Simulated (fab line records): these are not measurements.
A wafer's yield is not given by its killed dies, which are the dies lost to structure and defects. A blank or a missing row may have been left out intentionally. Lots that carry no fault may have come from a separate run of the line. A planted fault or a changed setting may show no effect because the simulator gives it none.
Split-lot experiment || flow n5_finfet || 21 wafers read from 7 lots, route of 1938 steps

SPLIT DETAILS
At N5_BEOL_M8_DESCUM_16 (chemistry O2, time 7.9 s), the setting time_s was moved away from the recipe's 7.9 s on 9 of the 21 wafers read, by -13.6% to +21.9%. All remaining wafers had this setting at the recipe value.

Split to reading: the file shows no intervening step.

THE READING
CAR-ArF_of_BEOL_M8_COAT_05.thk_nm (the simulator's own value, which no gauge read), in nm, at N5_BEOL_M8_ETCH_61 (etches SiARC in CF4, target depth 45.5 nm, time 75.8 s). The file does not state a usual value for it. Across the 12 wafers here that went through the recipe, the average is 50.9 nm and the standard deviation 0.21 nm.

{"wafer": "L078.1", "tool, chamber at the split": "rie_diel-06, 3", "time_s as run, s": 7.9, "against the recipe": "recipe", "CAR-ArF_of_BEOL_M8_COAT_05.thk_nm, nm": 50.8, "against lot-mates on the recipe": "-"}
{"wafer": "L078.4", "tool, chamber at the split": "rie_diel-06, 2", "time_s as run, s": 9.627, "against the recipe": "+21.9%", "CAR-ArF_of_BEOL_M8_COAT_05.thk_nm, nm": 49.6, "against lot-mates on the recipe": -1.1}
{"wafer": "L078.5", "tool, chamber at the split": "rie_diel-06, 0", "time_s as run, s": 7.9, "against the recipe": "recipe", "CAR-ArF_of_BEOL_M8_COAT_05.thk_nm, nm": 50.6, "against lot-mates on the recipe": "-"}
{"wafer": "L085.2", "tool, chamber at the split": "rie_diel-02, 3,1", "time_s as run, s": 7.9, "against the recipe": "recipe", "CAR-ArF_of_BEOL_M8_COAT_05.thk_nm, nm": 51, "against lot-mates on the recipe": "-"}
{"wafer": "L085.4", "tool, chamber at the split": "rie_diel-02, 3,1", "time_s as run, s": 7.9, "against the recipe": "recipe", "CAR-ArF_of_BEOL_M8_COAT_05.thk_nm, nm": 51.2, "against lot-mates on the recipe": "-"}
{"wafer": "L085.6", "tool, chamber at the split": "rie_diel-02, 0", "time_s as run, s": 7.9, "against the recipe": "recipe", "CAR-ArF_of_BEOL_M8_COAT_05.thk_nm, nm": 50.8, "against lot-mates on the recipe": "-"}
{"wafer": "L086.1", "tool, chamber at the split": "rie_diel-02, 0", "time_s as run, s": 6.827, "against the recipe": "-13.6%", "CAR-ArF_of_BEOL_M8_COAT_05.thk_nm, nm": 51.6, "against lot-mates on the recipe": "+0.6"}
{"wafer": "L086.3", "tool, chamber at the split": "rie_diel-02, 2", "time_s as run, s": 6.827, "against the recipe": "-13.6%", "CAR-ArF_of_BEOL_M8_COAT_05.thk_nm, nm": 51.8, "against lot-mates on the recipe": "+0.8"}
{"wafer": "L086.6", "tool, chamber at the split": "rie_diel-02, 3", "time_s as run, s": 7.9, "against the recipe": "recipe", "CAR-ArF_of_BEOL_M8_COAT_05.thk_nm, nm": 51, "against lot-mates on the recipe": "-"}
{"wafer": "L087.2", "tool, chamber at the split": "rie_diel-05, 1", "time_s as run, s": 8.89, "against the recipe": "+12.5%", "CAR-ArF_of_BEOL_M8_COAT_05.thk_nm, nm": 50.2, "against lot-mates on the recipe": -0.9}
{"wafer": "L087.3", "tool, chamber at the split": "rie_diel-05, 3", "time_s as run, s": 7.9, "against the recipe": "recipe", "CAR-ArF_of_BEOL_M8_COAT_05.thk_nm, nm": 51.2, "against lot-mates on the recipe": "-"}
{"wafer": "L087.6", "tool, chamber at the split": "rie_diel-05, 0", "time_s as run, s": 7.9, "against the recipe": "recipe", "CAR-ArF_of_BEOL_M8_COAT_05.thk_nm, nm": 51, "against lot-mates on the recipe": "-"}
{"wafer": "L091.2", "tool, chamber at the split": "rie_diel-06, 2,1", "time_s as run, s": 8.567, "against the recipe": "+8.4%", "CAR-ArF_of_BEOL_M8_COAT_05.thk_nm, nm": 50.8, "against lot-mates on the recipe": -0.4}
{"wafer": "L091.3", "tool, chamber at the split": "rie_diel-06, 2,1", "time_s as run, s": 8.567, "against the recipe": "+8.4%", "CAR-ArF_of_BEOL_M8_COAT_05.thk_nm, nm": 51, "against lot-mates on the recipe": -0.2}
{"wafer": "L091.4", "tool, chamber at the split": "rie_diel-06, 1", "time_s as run, s": 7.9, "against the recipe": "recipe", "CAR-ArF_of_BEOL_M8_COAT_05.thk_nm, nm": 51.2, "against lot-mates on the recipe": "-"}
{"wafer": "L095.1", "tool, chamber at the split": "rie_diel-06, 3", "time_s as run, s": 9.368, "against the recipe": "+18.6%", "CAR-ArF_of_BEOL_M8_COAT_05.thk_nm, nm": 49.8, "against lot-mates on the recipe": -0.9}
{"wafer": "L095.2", "tool, chamber at the split": "rie_diel-06, 1", "time_s as run, s": 7.9, "against the recipe": "recipe", "CAR-ArF_of_BEOL_M8_COAT_05.thk_nm, nm": 50.8, "against lot-mates on the recipe": "-"}
{"wafer": "L095.3", "tool, chamber at the split": "rie_diel-06, 2", "time_s as run, s": 7.9, "against the recipe": "recipe", "CAR-ArF_of_BEOL_M8_COAT_05.thk_nm, nm": 50.6, "against lot-mates on the recipe": "-"}
{"wafer": "L097.1", "tool, chamber at the split": "rie_diel-02, 3", "time_s as run, s": 8.813, "against the recipe": "+11.6%", "CAR-ArF_of_BEOL_M8_COAT_05.thk_nm, nm": 50.2, "against lot-mates on the recipe": -0.6}
{"wafer": "L097.4", "tool, chamber at the split": "rie_diel-02, 1", "time_s as run, s": 8.813, "against the recipe": "+11.6%", "CAR-ArF_of_BEOL_M8_COAT_05.thk_nm, nm": 50.2, "against lot-mates on the recipe": -0.6}
{"wafer": "L097.2", "tool, chamber at the split": "rie_diel-02, 2", "time_s as run, s": 7.9, "against the recipe": "recipe", "CAR-ArF_of_BEOL_M8_COAT_05.thk_nm, nm": 50.8, "against lot-mates on the recipe": "-"}
When a row names more than one chamber, that row covers several wafers, and the file does not tell which wafer ran in which chamber.

THE FIT
A straight line over all 21 wafers: CAR-ArF_of_BEOL_M8_COAT_05.thk_nm changes by -0.0561 nm for each +1% of time_s; r = -0.91; the points scatter about the line by 0.23 nm.
The same after taking each lot's own level away (the mean of its wafers on the recipe; 21 wafers): -0.0513 nm for each +1%; r = -0.97; scatter 0.12 nm.
Per that fit: largest time_s move, reading shift of 1.1 nm.
Measured against the standard deviation above, the lots' own levels, which go from 50.70 to 51.20 nm, span 2.4 times it.
Hence the lot-to-lot level has little effect on the slope; both slopes agree.
Check: with one of the wafers moved furthest among these (+21.9%) left out of the fit, the line predicts -1.12 nm for it against its lot-mates. It came out at -1.1 nm against them.

ADDITIONAL SPLITS CARRIED BY THESE WAFERS
Other splits were also applied to these wafers ahead of the reading. Each is held against what the fit with the lots' levels taken away leaves over:
{"other split on the same wafers": "N5_BEOL_M6_ILD_DEP_00 time_s", "wafers away from the commonest value": 10, "r with CAR-ArF_of_BEOL_M8_COAT_05.thk_nm (lot level and that fit taken away)": "+0.36"}
{"other split on the same wafers": "N5_BEOL_M7_COAT_63 spin_rpm", "wafers away from the commonest value": 8, "r with CAR-ArF_of_BEOL_M8_COAT_05.thk_nm (lot level and that fit taken away)": -0.05}
{"other split on the same wafers": "N5_BEOL_M7_COAT_22 spin_rpm", "wafers away from the commonest value": 6, "r with CAR-ArF_of_BEOL_M8_COAT_05.thk_nm (lot level and that fit taken away)": "+0.45"}

THE WHOLE CHAIN: every reading that the file lists as answering this split, in the file's order
{"step": "N5_BEOL_M8_DESCUM_16", "what it does": "chemistry O2, time 7.9 s", "reading": "CAR-ArF_of_BEOL_M8_COAT_05.thk_nm (the simulator's own value, which no gauge read)", "change (the file's fit)": "-0.0506 nm for each +1% of the setting", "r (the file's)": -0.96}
{"step": "N5_BEOL_M8_ETCH_61", "what it does": "etches SiARC in CF4, target depth 45.5 nm, time 75.8 s", "reading": "CAR-ArF_of_BEOL_M8_COAT_05.thk_nm (the simulator's own value, which no gauge read)", "change (the file's fit)": "-0.0519 nm for each +1% of the setting", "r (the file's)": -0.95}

FILE'S OWN FIT
CAR-ArF_of_BEOL_M8_COAT_05.thk_nm changes by -0.0519 nm for each +1% of time_s, r = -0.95.
